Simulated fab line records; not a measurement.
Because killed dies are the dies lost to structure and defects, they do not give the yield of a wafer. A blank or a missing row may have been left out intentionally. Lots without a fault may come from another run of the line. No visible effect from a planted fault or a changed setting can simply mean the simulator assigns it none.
fab line records	flow nand_harc
record lots=13	wafers=39	last_day=35
route steps=1302 shown A_CONTACT@1007 END@1302
lots that met no fault: taken from a fault-free run of the same line
start_h: start of the lot's first displayed wafer, in hours after the record's first day	wait_h: hours since the lot's step before	" same as the row above	L1.1+2: a row that stands for several wafers	- no value, or no start given	* or withheld: withheld	< > ~ a bound
route shown NAME@n: names a module that has steps shown in the file, with the first one's number in the route	usual: mean/standard deviation of fault-free wafers	same: alike in all rows	chamber/n: place in a boat	sites: per-site readings	_std_site: standard deviation of those values	_edge_site: inner sites' mean taken away from outer sites' mean	radius_mm: for every site, how far away it sits from the centre of the wafer	mask NAME#n: copy n	behind: the most recent tool/chamber to have shaped the wafer	hold: why the lot went on hold/how many hours it stayed there/how the hold came to an end	device: the transistor (n, p or np) that didn't switch	end of line: tests of these same wafers at the route's end	for a step that has no rows: nothing shown but its recipe	killed: at the first sort, the dies lost to defects and structure; wafer yield is something else	map: a wafer's dies, marking killed ones x, the rest . and places with no die _
set.NAME: setting as actually run; set.NAME@STEP: the setting as run at that earlier step	model.NAME: the simulator's own value behind a step, which no gauge read
the route's steps for a sample of lots (tables are steps, rows are wafers)
services: the hour from which a tool's chamber was out of use, counted from the record's first day as start_h (under 0 if before that day), plus the number of hours and why
## steps
# step NHARC_A_CONTACT_ETCH_113
# recipe source_w=withheld	pressure_mtorr=20	bias_v=3000	time_s=190	target_depth_a=18500	ar_flow_sccm=withheld	c4f8_flow_sccm=withheld	o2_flow_sccm=withheld	chemistry=C4F8/O2/Ar
# usual chamber_pressure_mTorr=20.000/0.017	oes_air_line_au=1.000/0.022
lot.wafer	tool	chamber	start_h	wait_h	chamber_pressure_mTorr	oes_air_line_au	rf_hours_counter_h
L973.2	har_cap_etch-03	0	503.46	0.1	20.001	1.039	41
L973.5	"	1	"	"	19.997	0.995	-
L973.6	"	0	"	"	19.976	1.016	-
L976.1	har_cap_etch-02	1	512.85	0.1	19.976	1.038	87
L976.2	"	0	"	"	20.000	1.009	87
L976.3	"	1	"	"	19.991	1.015	-
L980.1	har_cap_etch-01	1	551.78	0.2	20.005	1.000	7
L980.4	"	1	"	"	20.014	1.019	-
L980.5	"	0	"	"	19.982	1.001	-
L979.1	har_cap_etch-03	0	555.35	0.1	20.021	1.032	51
L979.2	"	1	"	"	19.990	1.001	51
L979.5	"	0	"	"	19.994	1.017	-
L978.2	har_cap_etch-02	1	561.63	0.1	20.009	0.989	96
L978.4	"	1	"	"	19.988	0.988	-
L978.5	"	1	"	"	20.009	1.003	-
L982.2	har_cap_etch-01	1	583.40	0.2	19.985	1.040	13
L982.5	"	0	"	"	20.040	0.986	-
L982.6	"	1	"	"	20.002	1.016	-
L983.2	har_cap_etch-02	1	590.25	0.1	19.990	1.007	101
L983.4	"	0	"	"	20.004	0.960	-
L983.6	"	1	"	"	19.995	1.003	-
L986.2	har_cap_etch-01	0	635.54	0.2	20.001	0.999	22
L986.3	"	1	"	"	20.003	1.027	-
L986.5	"	1	"	"	20.016	1.005	-
L990.1	har_cap_etch-01	0	663.98	0.1	20.026	0.993	27
L990.4	"	0	"	"	20.000	0.979	-
L990.5	"	1	"	"	20.023	1.026	-
L993.2	har_cap_etch-01	1	682.18	0.1	20.050	1.005	29
L993.4	"	1	"	"	20.012	0.987	-
L993.5	"	1	"	"	20.000	1.020	-
L995.2	har_cap_etch-03	1	712.73	0.1	19.979	1.002	80
L995.3	"	1	"	"	19.999	0.988	-
L995.5	"	0	"	"	19.996	0.975	-
L994.3	har_cap_etch-02	0	718.99	0.1	19.993	0.987	-
L994.6	"	0	"	"	19.993	1.065	-
L994.5	"	1	"	"	20.018	0.963	-
L996.2	har_cap_etch-02	0	726.71	0.1	20.028	0.993	125
L996.4	"	1	"	"	19.990	0.974	-
L996.3	"	0	"	"	19.984	0.980	-
# step NHARC_A_CONTACT_ETCH_115
# recipe source_w=withheld	pressure_mtorr=20	bias_v=3000	time_s=190	target_depth_a=18500	ar_flow_sccm=withheld	c4f8_flow_sccm=withheld	o2_flow_sccm=withheld	chemistry=C4F8/O2/Ar
# usual chamber_pressure_mTorr=20.002/0.018	oes_air_line_au=1.001/0.021
lot.wafer	tool	chamber	start_h	wait_h	chamber_pressure_mTorr	oes_air_line_au	rf_hours_counter_h
L973.2	har_cap_etch-03	0	503.80	0.1	20.004	1.013	42
L973.5	"	1	"	"	19.973	1.018	-
L973.6	"	0	"	"	20.016	0.963	-
L976.1	har_cap_etch-02	1	513.19	0.1	19.999	1.017	88
L976.2	"	0	"	"	20.013	1.037	88
L976.3	"	1	"	"	20.010	1.010	-
L980.1	har_cap_etch-01	1	552.23	0.2	19.986	1.017	7
L980.4	"	1	"	"	20.048	0.967	-
L980.5	"	0	"	"	20.000	1.012	-
L979.1	har_cap_etch-03	0	555.69	0.1	20.021	0.967	51
L979.2	"	1	"	"	20.016	1.046	51
L979.5	"	0	"	"	20.028	1.001	-
L978.2	har_cap_etch-02	1	561.97	0.1	20.028	1.031	96
L978.4	"	1	"	"	19.985	0.964	-
L978.5	"	1	"	"	19.995	0.989	-
L982.2	har_cap_etch-01	1	583.86	0.2	19.964	0.986	13
L982.5	"	0	"	"	19.979	1.015	-
L982.6	"	1	"	"	20.015	0.982	-
L983.2	har_cap_etch-02	1	590.60	0.1	19.971	1.002	101
L983.4	"	0	"	"	19.995	0.978	-
L983.6	"	1	"	"	20.000	0.992	-
L986.2	har_cap_etch-01	0	635.99	0.2	19.998	1.000	22
L986.3	"	1	"	"	20.006	1.011	-
L986.5	"	1	"	"	20.008	1.013	-
L990.1	har_cap_etch-01	0	664.32	0.1	19.984	1.010	27
L990.4	"	0	"	"	19.997	1.008	-
L990.5	"	1	"	"	20.021	1.023	-
L993.2	har_cap_etch-01	1	682.53	0.1	19.976	0.977	30
L993.4	"	1	"	"	20.009	1.005	-
L993.5	"	1	"	"	19.986	1.019	-
L995.2	har_cap_etch-03	1	713.07	0.1	20.014	1.013	80
L995.3	"	1	"	"	20.020	1.006	-
L995.5	"	0	"	"	20.043	1.021	-
L994.3	har_cap_etch-02	0	719.33	0.1	20.014	0.988	-
L994.6	"	0	"	"	19.986	0.990	-
L994.5	"	1	"	"	19.978	0.981	-
L996.2	har_cap_etch-02	0	727.05	0.1	19.986	0.971	126
L996.4	"	1	"	"	19.983	1.004	-
L996.3	"	0	"	"	19.965	1.003	-
# step NHARC_A_CONTACT_ETCH_116
# recipe source_w=withheld	pressure_mtorr=20	bias_v=3000	time_s=190	target_depth_a=18500	ar_flow_sccm=withheld	c4f8_flow_sccm=withheld	o2_flow_sccm=withheld	chemistry=C4F8/O2/Ar
# usual chamber_pressure_mTorr=19.999/0.019	oes_air_line_au=1.001/0.02
lot.wafer	tool	chamber	start_h	wait_h	chamber_pressure_mTorr	oes_air_line_au	rf_hours_counter_h
L973.2	har_cap_etch-03	0	503.97	0.1	20.001	1.017	42
L973.5	"	1	"	"	20.001	1.008	-
L973.6	"	0	"	"	20.006	0.976	-
L976.1	har_cap_etch-02	1	513.36	0.1	20.017	1.008	88
L976.2	"	0	"	"	20.018	0.992	88
L976.3	"	1	"	"	20.002	0.997	-
L980.1	har_cap_etch-01	1	552.46	0.2	19.986	1.001	7
L980.4	"	1	"	"	19.985	1.043	-
L980.5	"	0	"	"	20.020	0.991	-
L979.1	har_cap_etch-03	0	555.86	0.1	19.987	1.004	51
L979.2	"	1	"	"	20.017	0.962	51
L979.5	"	0	"	"	19.970	1.004	-
L978.2	har_cap_etch-02	1	562.14	0.1	20.009	1.010	96
L978.4	"	1	"	"	19.989	0.993	-
L978.5	"	1	"	"	19.971	1.008	-
L982.2	har_cap_etch-01	1	584.09	0.2	20.014	1.002	13
L982.5	"	0	"	"	19.990	0.996	-
L982.6	"	1	"	"	19.965	1.008	-
L983.2	har_cap_etch-02	1	590.77	0.1	19.983	1.035	101
L983.4	"	0	"	"	20.026	1.000	-
L983.6	"	1	"	"	19.997	1.036	-
L986.2	har_cap_etch-01	0	636.22	0.2	19.996	0.975	22
L986.3	"	1	"	"	20.012	1.004	-
L986.5	"	1	"	"	19.969	1.003	-
L990.1	har_cap_etch-01	0	664.48	0.1	-	-	-
L990.4	"	0	"	"	-	-	-
L990.5	"	1	"	"	-	-	-
L993.2	har_cap_etch-01	1	682.70	0.1	-	-	-
L993.4	"	1	"	"	-	-	-
L993.5	"	1	"	"	-	-	-
L995.2	har_cap_etch-03	1	713.24	0.1	20.006	1.004	80
L995.3	"	1	"	"	20.000	1.004	-
L995.5	"	0	"	"	19.989	1.018	-
L994.3	har_cap_etch-02	0	719.50	0.1	19.993	0.981	-
L994.6	"	0	"	"	20.021	0.989	-
L994.5	"	1	"	"	19.991	0.983	-
L996.2	har_cap_etch-02	0	727.22	0.1	19.995	0.996	126
L996.4	"	1	"	"	19.987	0.978	-
L996.3	"	0	"	"	19.994	1.005	-
# step NHARC_A_CONTACT_ETCH_120
# recipe source_w=withheld	pressure_mtorr=20	bias_v=3000	time_s=190	target_depth_a=18500	ar_flow_sccm=withheld	c4f8_flow_sccm=withheld	o2_flow_sccm=withheld	chemistry=C4F8/O2/Ar
# usual chamber_pressure_mTorr=19.999/0.017	oes_air_line_au=0.999/0.024
lot.wafer	tool	chamber	start_h	wait_h	chamber_pressure_mTorr	oes_air_line_au	rf_hours_counter_h
L973.2	har_cap_etch-03	0	504.66	0.1	19.991	0.980	42
L973.5	"	1	"	"	19.979	1.021	-
L973.6	"	0	"	"	20.002	0.998	-
L976.1	har_cap_etch-02	1	514.04	0.1	19.994	0.993	89
L976.2	"	0	"	"	20.008	0.983	89
L976.3	"	1	"	"	20.015	0.976	-
L980.1	har_cap_etch-01	1	553.37	0.2	20.006	1.028	8
L980.4	"	1	"	"	19.970	0.988	-
L980.5	"	0	"	"	20.019	1.037	-
L979.1	har_cap_etch-03	0	556.55	0.1	19.983	0.991	52
L979.2	"	1	"	"	19.981	0.985	52
L979.5	"	0	"	"	20.011	0.987	-
L978.2	har_cap_etch-02	1	562.83	0.1	20.038	0.962	97
L978.4	"	1	"	"	20.014	1.005	-
L978.5	"	1	"	"	20.007	1.030	-
L982.2	har_cap_etch-01	1	585.00	0.2	19.965	0.977	14
L982.5	"	0	"	"	20.003	0.976	-
L982.6	"	1	"	"	19.992	1.005	-
L983.2	har_cap_etch-02	1	591.45	0.1	20.007	0.979	102
L983.4	"	0	"	"	20.012	1.002	-
L983.6	"	1	"	"	20.005	0.994	-
L986.2	har_cap_etch-01	0	637.14	0.2	20.002	1.041	23
L986.3	"	1	"	"	19.970	1.002	-
L986.5	"	1	"	"	19.988	0.995	-
L990.1	har_cap_etch-01	0	665.17	0.1	20.021	0.971	28
L990.4	"	0	"	"	19.989	0.973	-
L990.5	"	1	"	"	20.003	1.004	-
L993.2	har_cap_etch-01	1	683.38	0.1	19.996	1.015	30
L993.4	"	1	"	"	20.010	1.024	-
L993.5	"	1	"	"	19.993	0.994	-
L995.2	har_cap_etch-03	1	713.92	0.1	19.996	1.042	81
L995.3	"	1	"	"	20.012	1.036	-
L995.5	"	0	"	"	20.022	0.999	-
L994.3	har_cap_etch-02	0	720.18	0.1	19.981	1.032	-
L994.6	"	0	"	"	20.011	1.032	-
L994.5	"	1	"	"	19.987	1.021	-
L996.2	har_cap_etch-02	0	727.90	0.1	19.990	1.002	126
L996.4	"	1	"	"	19.986	0.991	-
L996.3	"	0	"	"	19.997	0.994	-
# step NHARC_END_SORT_01
# recipe temp_c=25
# usual killed_at_array=62/22	killed_at_other=1.0/1.4	killed_at_periphery=4.2/2.8	killed_dies=67/23	killed_open=3.1/1.7	killed_short=2.1/1.5
# same gross_dies=677
lot.wafer	tool	chamber	start_h	wait_h	hold	killed_at_array	killed_at_other	killed_at_periphery	killed_dies	killed_open	killed_short
L976.1	prober-01	0	580.08	2.5	-	47	2	6	55	5	3
L976.2	prober-01	0	580.88	2.8	-	45	2	2	49	2	2
L976.3	prober-01	0	581.68	3.1	-	53	3	4	60	5	1
L973.2	prober-02	0	580.89	2.8	-	47	0	8	55	3	2
L973.5	prober-02	0	583.27	3.7	-	45	0	5	50	3	2
L973.6	prober-02	0	584.06	4.0	-	56	1	2	59	5	1
L980.1	prober-02	0	620.66	2.5	-	94	2	7	103	2	6
L980.4	prober-02	0	623.07	3.4	-	95	0	8	103	3	4
L980.5	prober-02	0	623.87	3.7	-	84	0	4	88	5	1
L979.1	prober-02	0	628.51	2.5	-	80	4	5	89	7	1
L979.2	prober-02	0	629.31	2.8	-	71	3	6	80	4	0
L979.5	prober-02	0	631.74	3.7	-	94	1	2	97	2	2
L978.2	prober-01	0	630.54	2.8	-	106	0	3	109	3	1
L978.4	prober-01	0	632.14	3.4	-	97	0	7	104	4	1
L978.5	prober-01	0	632.94	3.7	-	83	1	2	86	3	1
L982.2	prober-01	0	654.69	2.8	-	35	2	1	38	0	0
L982.5	prober-01	0	657.10	3.7	-	38	3	3	44	0	1
L982.6	prober-01	0	657.91	4.0	-	42	4	1	47	2	1
L983.2	prober-02	0	662.44	2.8	-	77	1	4	82	4	5
L983.4	prober-02	0	664.05	3.4	-	72	0	6	78	4	5
L983.6	prober-02	0	665.66	4.0	-	58	1	4	63	2	1
L986.2	prober-02	0	707.24	2.8	-	77	0	5	82	4	1
L986.3	prober-02	0	708.04	3.1	-	65	0	4	69	1	0
L986.5	prober-02	0	709.65	3.7	-	65	0	8	73	2	7
L990.1	prober-01	0	731.63	2.5	await_dispo/2.7h/scrap	675	0	2	677	3	2
L990.4	prober-01	0	734.02	3.4	await_dispo/2.7h/scrap	676	0	1	677	5	0
L990.5	prober-01	0	734.81	3.7	await_dispo/2.7h/scrap	676	0	1	677	4	2
L993.2	prober-02	0	749.44	2.8	await_dispo/4.7h/scrap	670	3	4	677	3	2
L993.4	prober-02	0	751.02	3.4	await_dispo/4.7h/scrap	668	3	6	677	4	1
L993.5	prober-02	0	751.82	3.7	await_dispo/4.7h/scrap	671	2	4	677	3	3
L995.2	prober-01	0	787.66	2.8	-	24	0	2	26	2	1
L995.3	prober-01	0	788.45	3.1	-	27	1	1	29	3	3
L995.5	prober-01	0	790.04	3.7	-	32	1	4	37	2	6
L996.2	prober-02	0	824.85	2.8	-	107	0	2	109	5	2
L996.3	prober-02	0	825.65	3.1	-	77	0	2	79	5	1
L996.4	prober-02	0	826.45	3.4	-	68	1	0	69	3	2
L994.3	prober-01	0	825.72	3.1	-	32	1	5	38	4	3
L994.5	prober-01	0	827.34	3.8	-	40	0	5	45	1	0
L994.6	prober-01	0	828.16	4.1	-	49	0	4	53	7	1
# killed by level:class
L976.1 A_SLIT:chamber_film_flake=19 A_CHANNEL_HOLE_D2:chamber_film_flake=12 A_CONTACT:chamber_film_flake=5 P_M0:chamber_film_flake=4 A_CHANNEL_FILL_D2:geometric_particle:open=2 A_STAIRCASE:chamber_film_flake=2 THIN_TSV:chamber_film_flake=2 P_M0:geometric_particle:short=1
L976.2 A_SLIT:chamber_film_flake=23 A_CHANNEL_HOLE_D2:chamber_film_flake=8 A_CONTACT:chamber_film_flake=6 A_STAIRCASE:chamber_film_flake=3 A_CHANNEL_HOLE_D1:chamber_film_flake=2 P_STI:geometric_particle:short=1 A_ONON_D2:geometric_particle:open=1 A_CHANNEL_FILL_D2:geometric_particle:open=1
L973.2 A_CHANNEL_HOLE_D2:chamber_film_flake=31 A_CONTACT:chamber_film_flake=6 P_M1:chamber_film_flake=4 P_ZERO_WELL:chamber_film_flake=3 A_STAIRCASE:chamber_film_flake=2 A_SOURCE_PLATE:geometric_particle:short=1 A_BLC:geometric_particle:short=1 A_ONON_D1:geometric_particle:open=1
L976.3 A_SLIT:chamber_film_flake=21 A_CONTACT:chamber_film_flake=10 A_CHANNEL_HOLE_D2:chamber_film_flake=9 A_CHANNEL_HOLE_D1:chamber_film_flake=3 P_GATE:chamber_film_flake=2 P_M0:chamber_film_flake=2 A_CHANNEL_FILL_D1:chamber_film_flake=2 A_STAIRCASE:chamber_film_flake=2
L973.5 A_CHANNEL_HOLE_D2:chamber_film_flake=24 A_CONTACT:chamber_film_flake=10 P_GATE:chamber_film_flake=3 A_WL_FILL:geometric_particle:open=2 P_M1:chamber_film_flake=2 A_CHANNEL_HOLE_D1:chamber_film_flake=2 A_STAIRCASE:chamber_film_flake=2 A_SGD_CUT:geometric_particle:short=1
L973.6 A_CHANNEL_HOLE_D2:chamber_film_flake=24 A_CONTACT:chamber_film_flake=9 A_STAIRCASE:chamber_film_flake=8 A_DECK1_JOINT:chamber_film_flake=3 A_WL_FILL:chamber_film_flake=3 P_GATE:chamber_film_flake=2 A_CHANNEL_HOLE_D1:chamber_film_flake=2 A_ONON_D1:geometric_particle:open=1
L980.1 A_CHANNEL_HOLE_D1:chamber_film_flake=30 A_CHANNEL_HOLE_D2:chamber_film_flake=30 A_SLIT:chamber_film_flake=24 A_CONTACT:chamber_film_flake=3 P_GATE:chamber_film_flake=2 P_M0:chamber_film_flake=2 P_CONTACT:geometric_particle:open=1 P_M0:geometric_particle:short=1
L980.4 A_CHANNEL_HOLE_D1:chamber_film_flake=31 A_SLIT:chamber_film_flake=27 A_CHANNEL_HOLE_D2:chamber_film_flake=26 P_M0:chamber_film_flake=4 A_CONTACT:chamber_film_flake=3 A_CHANNEL_FILL_D2:geometric_particle:short=2 P_ZERO_WELL:chamber_film_flake=2 A_STAIRCASE:chamber_film_flake=2
L980.5 A_SLIT:chamber_film_flake=31 A_CHANNEL_HOLE_D1:chamber_film_flake=22 A_CHANNEL_HOLE_D2:chamber_film_flake=21 P_M0:chamber_film_flake=3 A_CONTACT:chamber_film_flake=3 A_CHANNEL_HOLE_D1:geometric_particle:open=1 A_DECK1_JOINT:geometric_particle:open=1 A_CHANNEL_FILL_D2:geometric_particle:open=1
L979.1 A_SLIT:chamber_film_flake=24 A_CHANNEL_HOLE_D1:chamber_film_flake=22 A_STAIRCASE:chamber_film_flake=9 A_CHANNEL_HOLE_D2:chamber_film_flake=8 A_WL_FILL:chamber_film_flake=5 THIN_TSV:chamber_film_flake=4 A_SOURCE_PLATE:geometric_particle:open=2 P_ZERO_WELL:chamber_film_flake=2
L979.2 A_CHANNEL_HOLE_D1:chamber_film_flake=28 A_SLIT:chamber_film_flake=26 A_CHANNEL_HOLE_D2:chamber_film_flake=5 A_STAIRCASE:chamber_film_flake=3 A_WL_FILL:chamber_film_flake=2 A_DECK1_JOINT:chamber_film_flake=2 THIN_TSV:chamber_film_flake=2 P_CONTACT:geometric_particle:open=1
L978.2 A_CHANNEL_HOLE_D2:chamber_film_flake=32 A_SLIT:chamber_film_flake=32 A_CHANNEL_HOLE_D1:chamber_film_flake=30 A_CONTACT:chamber_film_flake=7 P_M1:chamber_film_flake=2 A_CHANNEL_HOLE_D1:geometric_particle:open=1 A_ONON_D2:geometric_particle:short=1 A_SGD_CUT:geometric_particle:open=1
L979.5 A_SLIT:chamber_film_flake=34 A_CHANNEL_HOLE_D1:chamber_film_flake=30 A_CHANNEL_HOLE_D2:chamber_film_flake=12 A_STAIRCASE:chamber_film_flake=5 A_WL_FILL:chamber_film_flake=5 A_CHANNEL_FILL_D1:chamber_film_flake=2 A_CHANNEL_FILL_D2:chamber_film_flake=2 P_CONTACT:geometric_particle:short=1
L978.4 A_CHANNEL_HOLE_D1:chamber_film_flake=31 A_SLIT:chamber_film_flake=30 A_CHANNEL_HOLE_D2:chamber_film_flake=26 A_CONTACT:chamber_film_flake=5 P_GATE:chamber_film_flake=3 P_STI:geometric_particle:short=1 P_M0:geometric_particle:open=1 A_CHANNEL_FILL_D1:geometric_particle:open=1
L978.5 A_SLIT:chamber_film_flake=27 A_CHANNEL_HOLE_D2:chamber_film_flake=26 A_CHANNEL_HOLE_D1:chamber_film_flake=18 A_CONTACT:chamber_film_flake=6 A_DECK1_JOINT:chamber_film_flake=2 P_CONTACT:geometric_particle:open=1 A_DECK1_JOINT:geometric_particle:open=1 A_M0:geometric_particle:open=1
L982.2 A_CHANNEL_HOLE_D2:chamber_film_flake=20 A_CHANNEL_HOLE_D1:chamber_film_flake=5 A_SGD_CUT:chamber_film_flake=4 A_SLIT:chamber_film_flake=2 A_WL_FILL:chamber_film_flake=2 THIN_TSV:chamber_film_flake=2 P_STI:chamber_film_flake=1 A_CHANNEL_FILL_D1:chamber_film_flake=1
L982.5 A_CHANNEL_HOLE_D2:chamber_film_flake=17 A_SGD_CUT:chamber_film_flake=11 A_CONTACT:chamber_film_flake=5 A_CHANNEL_HOLE_D1:chamber_film_flake=4 THIN_TSV:chamber_film_flake=3 P_M0:geometric_particle:short=1 P_ZERO_WELL:chamber_film_flake=1 P_STI:chamber_film_flake=1
L982.6 A_CHANNEL_HOLE_D2:chamber_film_flake=23 A_CONTACT:chamber_film_flake=5 A_CHANNEL_HOLE_D1:chamber_film_flake=4 A_SGD_CUT:chamber_film_flake=4 THIN_TSV:chamber_film_flake=4 A_SLIT:chamber_film_flake=2 P_CONTACT:geometric_particle:open=1 A_DECK1_JOINT:geometric_particle:short=1
L983.2 A_CHANNEL_HOLE_D1:chamber_film_flake=35 A_CHANNEL_HOLE_D2:chamber_film_flake=21 A_CONTACT:chamber_film_flake=4 P_M2:chamber_film_flake=3 A_SLIT:chamber_film_flake=3 A_CHANNEL_FILL_D1:geometric_particle:short=2 A_M0:geometric_particle:open=2 A_DECK1_JOINT:chamber_film_flake=2
L983.4 A_CHANNEL_HOLE_D1:chamber_film_flake=34 A_CHANNEL_HOLE_D2:chamber_film_flake=22 A_CONTACT:chamber_film_flake=4 A_DECK1_JOINT:chamber_film_flake=3 A_ONON_D1:geometric_particle:short=2 A_WL_FILL:geometric_particle:short=2 P_STI:chamber_film_flake=2 P_M2:chamber_film_flake=2
L983.6 A_CHANNEL_HOLE_D1:chamber_film_flake=27 A_CHANNEL_HOLE_D2:chamber_film_flake=19 A_CONTACT:chamber_film_flake=7 P_M2:chamber_film_flake=3 A_DECK1_JOINT:chamber_film_flake=2 P_STI:geometric_particle:short=1 A_CHANNEL_FILL_D2:geometric_particle:open=1 A_WL_FILL:geometric_particle:open=1
L986.2 A_CHANNEL_HOLE_D1:chamber_film_flake=31 A_CHANNEL_HOLE_D2:chamber_film_flake=30 A_CHANNEL_FILL_D1:chamber_film_flake=3 A_SGD_CUT:chamber_film_flake=3 A_SLIT:chamber_film_flake=3 P_GATE:chamber_film_flake=2 A_CONTACT:chamber_film_flake=2 P_CONTACT:geometric_particle:open=1
L986.3 A_CHANNEL_HOLE_D2:chamber_film_flake=26 A_CHANNEL_HOLE_D1:chamber_film_flake=24 A_SLIT:chamber_film_flake=5 A_SGD_CUT:chamber_film_flake=3 P_STI:chamber_film_flake=2 A_STAIRCASE:chamber_film_flake=2 A_WL_FILL:chamber_film_flake=2 A_CHANNEL_HOLE_D2:geometric_particle:open=1
L986.5 A_CHANNEL_HOLE_D1:chamber_film_flake=27 A_CHANNEL_HOLE_D2:chamber_film_flake=22 A_SGD_CUT:chamber_film_flake=4 P_GATE:chamber_film_flake=3 A_CHANNEL_FILL_D1:geometric_particle:short=2 A_WL_FILL:geometric_particle:short=2 P_STI:chamber_film_flake=2 A_SLIT:chamber_film_flake=2
L990.1 A_CONTACT:area_etch=642 A_CHANNEL_HOLE_D1:chamber_film_flake=12 A_SLIT:chamber_film_flake=5 A_CONTACT:chamber_film_flake=3 P_ZERO_WELL:chamber_film_flake=2 A_DECK1_JOINT:chamber_film_flake=2 A_CHANNEL_FILL_D2:chamber_film_flake=2 A_STAIRCASE:chamber_film_flake=2
L990.4 A_CONTACT:area_etch=644 A_CHANNEL_HOLE_D1:chamber_film_flake=12 A_SLIT:chamber_film_flake=6 A_STAIRCASE:chamber_film_flake=3 A_CONTACT:chamber_film_flake=3 A_M0:geometric_particle:open=2 A_CHANNEL_HOLE_D1:geometric_particle:open=1 A_SLIT:geometric_particle:open=1
L990.5 A_CONTACT:area_etch=642 A_CHANNEL_HOLE_D1:chamber_film_flake=12 A_SLIT:chamber_film_flake=5 A_ZERO_WELL:chamber_film_flake=2 A_CHANNEL_FILL_D1:chamber_film_flake=2 A_DECK1_JOINT:chamber_film_flake=2 A_STAIRCASE:chamber_film_flake=2 A_CONTACT:chamber_film_flake=2
L993.2 A_CONTACT:area_etch=607 A_CHANNEL_HOLE_D2:chamber_film_flake=25 A_CONTACT:chamber_film_flake=10 A_CHANNEL_HOLE_D1:chamber_film_flake=8 A_BLC:chamber_film_flake=6 A_SLIT:chamber_film_flake=4 A_STAIRCASE:chamber_film_flake=3 THIN_TSV:chamber_film_flake=3
L993.4 A_CONTACT:area_etch=593 A_CHANNEL_HOLE_D2:chamber_film_flake=32 A_CHANNEL_HOLE_D1:chamber_film_flake=17 A_SLIT:chamber_film_flake=6 A_BLC:chamber_film_flake=6 P_GATE:chamber_film_flake=4 A_STAIRCASE:chamber_film_flake=3 A_CONTACT:chamber_film_flake=3
L993.5 A_CONTACT:area_etch=604 A_CHANNEL_HOLE_D2:chamber_film_flake=32 A_CHANNEL_HOLE_D1:chamber_film_flake=10 A_SLIT:chamber_film_flake=6 A_CONTACT:chamber_film_flake=4 A_BLC:chamber_film_flake=3 A_STAIRCASE:chamber_film_flake=3 A_WL_FILL:chamber_film_flake=3
L995.2 A_SLIT:chamber_film_flake=7 A_CONTACT:chamber_film_flake=7 A_SGD_CUT:chamber_film_flake=4 A_STAIRCASE:chamber_film_flake=2 P_STI:geometric_particle:open=1 A_CHANNEL_FILL_D2:geometric_particle:open=1 A_WL_FILL:geometric_particle:short=1 P_ZERO_WELL:chamber_film_flake=1
L995.3 A_CONTACT:chamber_film_flake=7 A_SLIT:chamber_film_flake=6 A_SGD_CUT:chamber_film_flake=5 A_CHANNEL_HOLE_D1:chamber_film_flake=2 P_M1:geometric_particle:open=1 A_CHANNEL_FILL_D1:geometric_particle:short=1 A_DECK1_JOINT:geometric_particle:short=1 A_CHANNEL_HOLE_D2:geometric_particle:short=1
L995.5 A_CONTACT:chamber_film_flake=9 A_SLIT:chamber_film_flake=8 A_SGD_CUT:chamber_film_flake=6 A_ONON_D2:geometric_particle:short=3 A_WL_FILL:geometric_particle:short=3 P_STI:chamber_film_flake=2 A_CHANNEL_FILL_D2:chamber_film_flake=2 P_M0:geometric_particle:open=1
L996.2 A_CHANNEL_HOLE_D2:chamber_film_flake=40 A_SLIT:chamber_film_flake=27 A_CHANNEL_HOLE_D1:chamber_film_flake=17 A_CONTACT:chamber_film_flake=7 A_STAIRCASE:chamber_film_flake=3 A_M0:chamber_film_flake=3 A_M0:geometric_particle:open=2 A_WL_FILL:chamber_film_flake=2
L996.3 A_CHANNEL_HOLE_D2:chamber_film_flake=28 A_SLIT:chamber_film_flake=23 A_CHANNEL_HOLE_D1:chamber_film_flake=9 A_CONTACT:chamber_film_flake=5 A_STAIRCASE:chamber_film_flake=4 P_GATE:chamber_film_flake=2 A_ONON_D1:geometric_particle:open=1 A_ONON_D2:geometric_particle:open=1
L994.3 A_CHANNEL_HOLE_D1:chamber_film_flake=15 A_CONTACT:chamber_film_flake=6 A_SLIT:chamber_film_flake=5 P_M0:chamber_film_flake=2 P_M0:geometric_particle:short=1 P_M0:geometric_particle:open=1 A_CHANNEL_HOLE_D1:geometric_particle:open=1 A_ONON_D2:geometric_particle:open=1
L996.4 A_SLIT:chamber_film_flake=18 A_CHANNEL_HOLE_D2:chamber_film_flake=16 A_CHANNEL_HOLE_D1:chamber_film_flake=15 A_CONTACT:chamber_film_flake=7 A_CHANNEL_FILL_D2:chamber_film_flake=3 A_STAIRCASE:chamber_film_flake=3 A_WL_FILL:geometric_particle:open=2 A_ONON_D1:geometric_particle:open=1
L994.5 A_CHANNEL_HOLE_D1:chamber_film_flake=23 A_SLIT:chamber_film_flake=7 A_CONTACT:chamber_film_flake=4 P_GATE:chamber_film_flake=2 P_M0:chamber_film_flake=2 A_CHANNEL_FILL_D2:chamber_film_flake=2 A_CHANNEL_HOLE_D1:geometric_particle:open=1 P_ZERO_WELL:chamber_film_flake=1
L994.6 A_CHANNEL_HOLE_D1:chamber_film_flake=21 A_SLIT:chamber_film_flake=10 A_STAIRCASE:chamber_film_flake=3 A_CONTACT:chamber_film_flake=3 A_ONON_D1:geometric_particle:open=2 P_M0:chamber_film_flake=2 A_M0:chamber_film_flake=2 A_SOURCE_PLATE:geometric_particle:open=1
## services
tool	chamber	start_h	hours	kind
har_cap_etch-01	-	497.00	17.0	pm
har_cap_etch-01	0	497.00	17.0	vent_cycle
har_cap_etch-01	1	497.00	17.0	vent_cycle
har_cap_etch-01	0	514.00	-	clean
har_cap_etch-01	1	514.00	-	clean
## key
first_sign step=NHARC_A_CONTACT_ETCH_116	reading=tool_record	direction=missing
effect step=NHARC_END_SORT_01	reading=killed_at_array	direction=up	sigmas=27	usual=62	struck=673
more_kills_born_at NHARC_A_CONTACT_ETCH_116@har_cap_etch-01=3732
met_at NHARC_A_CONTACT_ETCH_116
struck_lots L990,L993
later_rows_left_out L990.1,L990.4,L990.5,L993.2,L993.4,L993.5
tester_left_out L990,L993
not_acting_at NHARC_A_CONTACT_ETCH_113,NHARC_A_CONTACT_ETCH_115,NHARC_A_CONTACT_ETCH_120
onset_between 636.22 664.48
fault kind=skipped_step_whole	tool=har_cap_etch-01	chamber=-	onset_h=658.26	steps=NHARC_A_CONTACT_ETCH_116	scope=struck_lots_only
# tester_left_out: of these lots the tester's yield and bins aren't shown, on N5 and GAA mostly nor the transistor test; their killed dies are dies lost to structure and defects alone, not to doping, threshold or leakage, so they don't give the yield
# later_rows_left_out: the simulator's readings of these wafers behind a module that went badly wrong aren't trusted and aren't shown, but for the sort
